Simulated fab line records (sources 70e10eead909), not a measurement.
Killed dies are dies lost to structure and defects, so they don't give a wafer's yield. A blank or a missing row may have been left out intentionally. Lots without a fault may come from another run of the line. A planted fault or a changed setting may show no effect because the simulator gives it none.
Which of the tools did it? | flow nandHarc | Sampling: 11 lots, 33 wafers, 4 of 1302 route steps

## WHAT THE GAUGES SHOWED, per wafer
NHARC_A_ONON_D1_THK_MEAS_02: measures by ellipsometry.
lot  | measured     | on           | thkNm (nm)
L742 | day 9 07:07  | filmMetro-02 | 1000 1000 999
L741 | day 9 07:05  | filmMetro-01 | 998 998 995
L743 | day 9 21:11  | filmMetro-02 | 994 995 995
L744 | day 10 05:03 | filmMetro-01 | 992 990 992
L745 | day 10 16:02 | filmMetro-02 | 998 998 998
L751 | day 13 18:35 | filmMetro-02 | 833 998 835
L755 | day 14 22:02 | filmMetro-01 | 827 993 828
L756 | day 15 07:34 | filmMetro-01 | 1008 1006 1007
L758 | day 15 22:09 | filmMetro-01 | 1006 1005 1005
L760 | day 16 16:25 | filmMetro-01 | 996 996 997
L761 | day 17 11:33 | filmMetro-01 | 1021 1022 1020

## TOOL THAT RAN EACH LOT (tool first, then ch and the chambers of the sampled wafers, then the start)
lot  | NHARC_P_BONDPAD_ETCH_24                      | NHARC_A_ZERO_WELL_DESCUM_12       | NHARC_A_ONON_D1_DEP_00
L742 | rieDiel-12 ch 1,2,3, day 8 06:50 or earlier  | rieDiel-13 ch 1,2,3, day 8 06:50  | pecvdOnon-03 ch 0, day 9 06:43
L741 | rieDiel-04 ch 0,2,3, day 8 07:49 or earlier  | rieDiel-13 ch 1,2,3, day 8 07:49  | pecvdOnon-02 ch 0, day 9 06:38
L743 | rieDiel-12 ch 0,1,3, day 8 22:25 or earlier  | rieDiel-02 ch 0,2, day 8 22:25    | pecvdOnon-01 ch 0, day 9 20:47
L744 | rieDiel-12 ch 0,2,3, day 9 00:08             | rieDiel-02 ch 1,2, day 9 03:46    | pecvdOnon-01 ch 0, day 10 04:32
L745 | rieDiel-04 ch 0,1,2, day 9 13:26 or earlier  | rieDiel-09 ch 0,1,2, day 9 13:26  | pecvdOnon-02 ch 0, day 10 15:35
L751 | rieDiel-10 ch 0,1,3, day 12 21:46 or earlier | rieDiel-02 ch 0,1,2, day 12 21:46 | pecvdOnon-01 ch 0, day 13 18:04
L755 | rieDiel-10 ch 0,2, day 13 21:51 or earlier   | rieDiel-02 ch 0,3, day 13 21:51   | pecvdOnon-01 ch 0, day 14 21:31
L756 | rieDiel-10 ch 1,2,3, day 14 06:46 or earlier | rieDiel-02 ch 1,2,3, day 14 06:46 | pecvdOnon-02 ch 0, day 15 07:04
L758 | rieDiel-10 ch 0,1, day 14 23:58 or earlier   | rieDiel-02 ch 0,2,3, day 14 23:58 | pecvdOnon-02 ch 0, day 15 21:38
L760 | rieDiel-12 ch 0,1, day 15 18:31 or earlier   | rieDiel-09 ch 0,1,3, day 15 18:31 | pecvdOnon-03 ch 0, day 16 16:02
L761 | rieDiel-12 ch 0,2,3, day 16 08:38 or earlier | rieDiel-02 ch 1,3, day 16 08:38   | pecvdOnon-02 ch 0, day 17 11:02
- NHARC_P_BONDPAD_ETCH_24: etches the open film in CF4/N2, target depth 30 nm, time 72.99 s.
- NHARC_A_ZERO_WELL_DESCUM_12: chemistry O2, time 3 s.
- NHARC_A_ONON_D1_DEP_00: target thk 1000 nm.

## AS READ BY THE TOOLS THEMSELVES (means over the sampled wafers that have a number; for cases with no such wafer, the mark the record gives instead)
NHARC_P_BONDPAD_ETCH_24.
lot  | tool       | drypumpMotorCurrentA (A) | mfcArSccm (sccm) | oesProductAu (a.u.) | rfVppV (V) | showerheadPlenumPTorr (Torr) | throttleValvePct (%)
L742 | rieDiel-12 | 6.2                      | 150.0            | 0.997               | 315.3      | 2.69                         | 19.793
L741 | rieDiel-04 | 5.8                      | 149.8            | 1.000               | 313.0      | 2.53                         | 19.789
L743 | rieDiel-12 | 5.6                      | 150.4            | 0.994               | 315.4      | 2.63                         | 19.804
L744 | rieDiel-12 | 5.7                      | 150.5            | 0.994               | 314.1      | 2.67                         | 19.796
L745 | rieDiel-04 | 5.8                      | 150.2            | 0.982               | 313.2      | 2.53                         | 19.796
L751 | rieDiel-10 | 6.0                      | 150.1            | 0.998               | 314.6      | 2.63                         | 19.798
L755 | rieDiel-10 | 6.2                      | 150.1            | 1.006               | 317.0      | 2.75                         | 19.794
L756 | rieDiel-10 | 6.0                      | 149.4            | 0.998               | 315.8      | 2.71                         | 19.789
L758 | rieDiel-10 | 5.8                      | 150.3            | 1.012               | 314.2      | 2.66                         | 19.794
L760 | rieDiel-12 | 5.2                      | 149.9            | 1.006               | 314.6      | 2.62                         | 19.792
L761 | rieDiel-12 | 5.7                      | 150.2            | 1.002               | 315.0      | 2.66                         | 19.796

NHARC_A_ZERO_WELL_DESCUM_12.
lot  | tool       | drypumpMotorCurrentA (A) | mfcArSccm (sccm) | oesProductAu (a.u.) | rfVppV (V) | showerheadPlenumPTorr (Torr) | throttleValvePct (%)
L742 | rieDiel-13 | 5.6                      | 0.024            | 0.998               | 57.2       | 1.93                         | 11.312
L741 | rieDiel-13 | 5.6                      | 0.024            | 0.999               | 57.2       | 1.93                         | 11.313
L743 | rieDiel-02 | 5.7                      | 0.006            | 1.005               | 57.6       | 1.92                         | 11.315
L744 | rieDiel-02 | 6.3                      | 0.006            | 1.004               | 57.3       | 1.96                         | 11.302
L745 | rieDiel-09 | 5.8                      | 0.000            | 0.997               | 58.8       | 1.91                         | 11.316
L751 | rieDiel-02 | 6.0                      | 0.006            | 1.001               | 57.4       | 1.94                         | 11.310
L755 | rieDiel-02 | 5.9                      | 0.000            | 0.994               | 57.6       | 1.91                         | 11.308
L756 | rieDiel-02 | 5.9                      | 0.006            | 0.992               | 57.0       | 1.89                         | 11.308
L758 | rieDiel-02 | 5.6                      | 0.006            | 0.995               | 57.0       | 1.87                         | 11.312
L760 | rieDiel-09 | 5.7                      | 0.003            | 0.995               | 57.5       | 1.93                         | 11.317
L761 | rieDiel-02 | 6.4                      | 0.000            | 0.988               | 58.0       | 1.94                         | 11.312

NHARC_A_ONON_D1_DEP_00.
lot  | tool         | susceptorTempC (C)
L742 | pecvdOnon-03 | 400.00
L741 | pecvdOnon-02 | 399.99
L743 | pecvdOnon-01 | 400.17
L744 | pecvdOnon-01 | 399.82
L745 | pecvdOnon-02 | 399.85
L751 | pecvdOnon-01 | 400.03
L755 | pecvdOnon-01 | 400.08
L756 | pecvdOnon-02 | 399.76
L758 | pecvdOnon-02 | 399.90
L760 | pecvdOnon-03 | 400.16
L761 | pecvdOnon-02 | 400.24

## THE ANSWER, worked out from the rows above alone
Rule: usual is defined by the lots themselves. Put in order of their means at a reading, lots are off if they are a third of the lots or fewer, leave a main group of 4 or more, and stand apart from it by a gap of 3 or more times the standard deviation of the main group's means; of several such gaps the widest counts. A main group whose means are all the same, to the digits that the tables above print for the reading, isn't used. A lot without any number at a reading at which 4 lots or more have one is off too. Where the step has rows for the other lots, those lots are counted as sound. After the gauges, taken in route order, come the tools' own readings; for these a lot's mean is taken, as printed above. The first step at which some lot is off is used, and at that step the reading that is off furthest; a lot without a number counts as furthest.
Off: L751, L755 (NHARC_A_ONON_D1_THK_MEAS_02, thkNm). For the main group the mean is 1001 nm and the standard deviation 8.4.
If a tool, at a process step before that reading, ran all the lots that are off and no sound lot after the first of them, it fits. Those tools and the gauges at NHARC_A_ONON_D1_THK_MEAS_02 are tried in the same way. With no start given for some of its lots, NHARC_P_BONDPAD_ETCH_24 uses the hours and lot order of NHARC_A_ZERO_WELL_DESCUM_12. One candidate fits, namely pecvdOnon-01 at NHARC_A_ONON_D1_DEP_00. Its last sound lot is L744 (day 10 04:32), its first lot that is off L751 (day 13 18:04): a fault that began between those two fits.

## WHAT WAS PUT IN BY THE SIMULATOR
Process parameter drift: pecvdOnon-01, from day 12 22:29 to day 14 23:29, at NHARC_A_ONON_D1_DEP_00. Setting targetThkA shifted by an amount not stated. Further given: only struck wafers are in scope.
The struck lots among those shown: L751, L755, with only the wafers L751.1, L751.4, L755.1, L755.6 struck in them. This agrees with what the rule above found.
